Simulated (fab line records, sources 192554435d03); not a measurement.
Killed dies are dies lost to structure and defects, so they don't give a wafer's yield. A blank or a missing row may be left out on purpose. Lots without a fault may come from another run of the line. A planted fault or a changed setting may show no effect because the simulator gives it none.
A struck lot beside a sound one | flow n5_finfet | 36 steps out of a route of 1938
Sound: wafers L377.1, L377.2. Struck: wafers L371.1, L371.3, L371.4. The cause comes at the end.
At each step with rows: each side's tool, then ch and its chambers, then its first start. Under that, the readings that differ: sound wafers | struck wafers | difference of the means | sigmas: that difference in standard deviations of wafers without a fault.
alike: readings whose means differ by less than 2 such deviations, and words and numbers that are the same on both sides. not compared: withheld readings, readings that some wafer has no value for, bounds like >300 that may hide the same value, and numbers for which the record gives no deviation and whose values overlap.
The two part at a step that has a row with sigmas, a row that says differs or no value, or rows on one side only. Numbers that don't overlap but have no deviation are shown without sigmas and don't part them. A reading that every wafer of one side lacks parts them only if that side has two wafers or more.

first, 9 steps without rows for these wafers: N5_BEOL_M12_PRE_CLEAN_42 (time 30 s); N5_BEOL_M12_SPUTTER_43 (material TaN, target thk 15 nm, time 24.19 s); N5_BEOL_M12_SPUTTER_44 (material Ta, target thk 10 nm, time 16.13 s); N5_BEOL_M12_SPUTTER_45 (material Cu, target thk 80 nm, time 13.33 s); N5_BEOL_M12_ECD_47 (material Cu, target thk 720 nm); N5_BEOL_M12_ANNEAL_48 (time 90 s); N5_BEOL_M12_CMP_49 (polishes, stops on SiOC, t overpolish 20.6 s, target thk 320 nm); N5_BEOL_M12_PRE_CLEAN_52 (time 15 s); N5_BEOL_M12_DEP_53 (deposits SiCN from 3MS/NH3, target thk 30 nm, time 10.5 s).
N5_BEOL_M13_ILD_DEP_00: deposits SiOC from DEMS/O2, target thk 837.92 nm, time 166.4 s.
  sound on pecvd-04 ch 0,1, day 15 23:49; struck on pecvd-03 ch 0,2, day 15 07:05
  reading                                       | sound         | struck               | difference | sigmas
  heater_power_w (W)                            | 426 386       | 546 540 568          | +145       | +3
  showerhead_plenum_p_Torr (Torr)               | 5.670 5.682   | 5.712 5.722 5.700    | +0.035     | +2
  susceptor_temp_C (C)                          | 350.45 350.36 | 363.05 363.37 362.87 | +12.69     | +60
  model.SiOC_of_BEOL_M13_ILD_DEP_00.thk_nm (nm) | 835.4 836.2   | 807.4 801.4 830.6    | -22.7      |
  alike: rf_fwd_power_W, throttle_valve_pct
  not compared: since_wet_clean_h
then, 10 steps without rows for these wafers: N5_BEOL_M13_COAT_58 (time 60 s, resist thk 89 nm); N5_BEOL_M13_COAT_04 (resist thk 400 nm); N5_BEOL_M13_EBR_06; N5_BEOL_M13_SOFTBAKE_05 (time 60 s); N5_BEOL_M13_EXPOSE_07 (exposes mask V12); N5_BEOL_M13_PEB_08 (peb time 90 s); N5_BEOL_M13_DEVELOP_09 (develop time 45 s); N5_BEOL_M13_HARDBAKE_14 (time 120 s); N5_BEOL_M13_DESCUM_15 (chemistry O2, time 7.9 s); N5_BEOL_M13_ETCH_59 (etches BARC in N2/H2, target depth 89 nm, overetch 26.7 nm, time 67.9 s).
N5_BEOL_M13_VIA_ETCH_16: etches SiOC in C4F8/O2/Ar, target depth 921.7 nm.
  sound on rie_diel-03 ch 1,3, day 16 00:26; struck on rie_diel-05 ch 1,2,3, day 15 07:50
  reading                                    | sound       | struck            | difference | sigmas
  model.etch.depth_nm (nm)                   | 835.4 836.2 | 807.4 801.5 830.6 | -22.6      |
  model.coat_of_BEOL_M13_COAT_04.thk_nm (nm) | 70.6 69.6   | 82.4 85.2 72      | +9.8       |
  alike: C4F8_flow_sccm, drypump_motor_current_A, he_inner_torr, he_outer_torr, oes_product_au, rf_fwd_power_W, rf_vpp_V, showerhead_plenum_p_Torr, throttle_valve_pct
then, 13 steps without rows for these wafers: N5_BEOL_M13_STRIP_63 (strips in N2/H2); N5_BEOL_M13_STRIP_64 (strips in N2/H2); N5_BEOL_M13_STRIP_71 (strips in post etch residue remover, time 60 s); N5_BEOL_M13_SRD_72 (time 30 s, dry time 30 s); N5_BEOL_M13_COAT_65 (time 60 s, resist thk 350 nm); N5_BEOL_M13_COAT_66 (time 60 s, resist thk 110 nm); N5_BEOL_M13_COAT_22 (resist thk 300 nm); N5_BEOL_M13_EBR_24; N5_BEOL_M13_SOFTBAKE_23 (time 60 s); N5_BEOL_M13_EXPOSE_25 (exposes mask M13, target cd 210 nm); N5_BEOL_M13_PEB_26 (peb time 90 s); N5_BEOL_M13_DEVELOP_27 (develop time 45 s); N5_BEOL_M13_HARDBAKE_32 (time 120 s).
N5_BEOL_M13_CMP_49: polishes, stops on SiOC, t overpolish 17.1 s, target thk 420 nm.
  sound on cmp-02 ch 1,3, day 16 06:35; struck on cmp-02 ch 0,1,2, day 15 14:57
  reading                                       | sound       | struck          | difference | sigmas
  model.SiOC_of_BEOL_M13_ILD_DEP_00.thk_nm (nm) | 776.2 777.6 | 749.8 746 772.8 | -20.7      |
  alike: barrier_field_endpoint_s, motor_current_A, overpolish_run_s
N5_PASSIVATION_PROBE_49:
  the record has rows for the sound wafers here (prober-02, day 17 18:31) and none for the struck ones

WHERE THEY PART
First at N5_BEOL_M13_ILD_DEP_00; last, within this record, at N5_PASSIVATION_PROBE_49.

WHY: what the simulator had put in
Process parameter drift: pecvd-03, from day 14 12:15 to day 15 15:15, at N5_BEOL_M13_ILD_DEP_00. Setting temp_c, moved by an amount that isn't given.
